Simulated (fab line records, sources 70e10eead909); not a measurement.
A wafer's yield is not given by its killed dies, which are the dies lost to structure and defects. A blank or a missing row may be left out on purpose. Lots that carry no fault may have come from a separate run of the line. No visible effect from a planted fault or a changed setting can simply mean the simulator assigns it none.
Struck lot and sound lot, side by side	flow nand_harc	13 steps out of a route of 1302
Sound: the wafers L963.3, L963.5, L963.6. Struck: wafer L982.3. (L982.4, L982.6 of the same lot were not struck and are left out.) The cause comes at the end.
For every step that has rows: the tool of each side, followed by ch and its chambers, followed by its first start. Under that, the readings that differ: sound wafers	struck wafers	difference of the means	sigmas: that difference in standard deviations of wafers without a fault.
alike: readings whose means differ by less than 2 such deviations, and words and numbers that are the same on both sides. not compared: withheld readings, readings that some wafer has no value for, bounds like >300 that may hide the same value, and numbers for which the record gives no deviation and whose values overlap.
The two part at a step that has a row with sigmas, a row that says differs or no value, or rows on one side only. Non-overlapping numbers with no deviation appear without sigmas and do not part them. A reading missing from all wafers of one side parts the sides only when that side holds two or more wafers.

first, 5 steps without rows for these wafers: NHARC_A_STAIRCASE_TRIM_187 (chemistry O2, time 211.2 s); NHARC_A_STAIRCASE_ETCH_188 (etches the open film in C4F8/O2, target depth 100 nm, time 40.5 s); NHARC_A_STAIRCASE_TRIM_189 (chemistry O2, time 211.2 s); NHARC_A_STAIRCASE_ETCH_190 (etches the open film in C4F8/O2, target depth 100 nm, time 40.5 s); NHARC_A_STAIRCASE_TRIM_191 (chemistry O2, time 211.2 s).
NHARC_A_STAIRCASE_ETCH_192: etches the open film in C4F8/O2, target depth 100 nm, time 40.5 s.
  sound on rie_diel-04 ch 0,1,3; struck on rie_diel-09 ch 1
  alike: oes_product_au, rf_vpp_V, run_length_s
  not compared: rf_hours_counter_h
NHARC_A_STAIRCASE_TRIM_193: chemistry O2, time 211.2 s.
  sound on rie_diel-04 ch 0,3; struck on rie_diel-09 ch 2
reading	sound	struck	difference	sigmas
oes_product_au (a.u.)	1.002 0.991 0.990	1.026	+0.032	+3
throttle_valve_pct (%)	17.046 17.039 17.040	17.021	-0.021	-2
  alike: drypump_motor_current_A, mfc_ar_sccm, rf_vpp_V, showerhead_plenum_p_Torr
  not compared: rf_hours_counter_h
NHARC_A_STAIRCASE_ETCH_194: etches the open film in C4F8/O2, target depth 100 nm, time 40.5 s.
  sound on rie_diel-04 ch 0,1,2; struck on rie_diel-09 ch 1
  alike: oes_product_au, rf_vpp_V, run_length_s
  not compared: rf_hours_counter_h
then, 2 steps without rows for these wafers: NHARC_A_STAIRCASE_TRIM_196 (chemistry O2, time 211.2 s); NHARC_A_STAIRCASE_ETCH_197 (etches the open film in C4F8/O2, target depth 100 nm, time 40.5 s).
NHARC_A_STAIRCASE_TRIM_198: chemistry O2, time 211.2 s.
  sound on rie_diel-09 ch 0,3; struck on rie_diel-09 ch 0
reading	sound	struck	difference	sigmas
showerhead_plenum_p_Torr (Torr)	3.68 3.33 3.68	3.30	-0.26	-2
throttle_valve_pct (%)	17.032 17.027 17.030	17.051	+0.021	+2
  alike: drypump_motor_current_A, mfc_ar_sccm, oes_product_au, rf_vpp_V
  not compared: rf_hours_counter_h
NHARC_A_STAIRCASE_ETCH_199: etches the open film in C4F8/O2, target depth 100 nm, time 40.5 s.
  sound on rie_diel-09 ch 0,1,3, day 16 18:05; struck on rie_diel-09 ch 2, day 25 13:09
reading	sound	struck	difference	sigmas
run_length_s (s)	62.3 62.2 61.5	52.2	-9.8	-21
  alike: oes_product_au, rf_vpp_V
  not compared: rf_hours_counter_h
NHARC_A_STAIRCASE_TRIM_200: chemistry O2, time 211.2 s.
  sound on rie_diel-09 ch 2,3; struck on rie_diel-09 ch 2
  alike: drypump_motor_current_A, mfc_ar_sccm, oes_product_au, rf_vpp_V, showerhead_plenum_p_Torr, throttle_valve_pct
  not compared: rf_hours_counter_h

WHERE THEY PART
At NHARC_A_STAIRCASE_TRIM_193 first; at NHARC_A_STAIRCASE_ETCH_199 last (within this record only). Later steps at which nothing parts them and some readings are alike: NHARC_A_STAIRCASE_TRIM_200.

WHY: what the simulator had put in
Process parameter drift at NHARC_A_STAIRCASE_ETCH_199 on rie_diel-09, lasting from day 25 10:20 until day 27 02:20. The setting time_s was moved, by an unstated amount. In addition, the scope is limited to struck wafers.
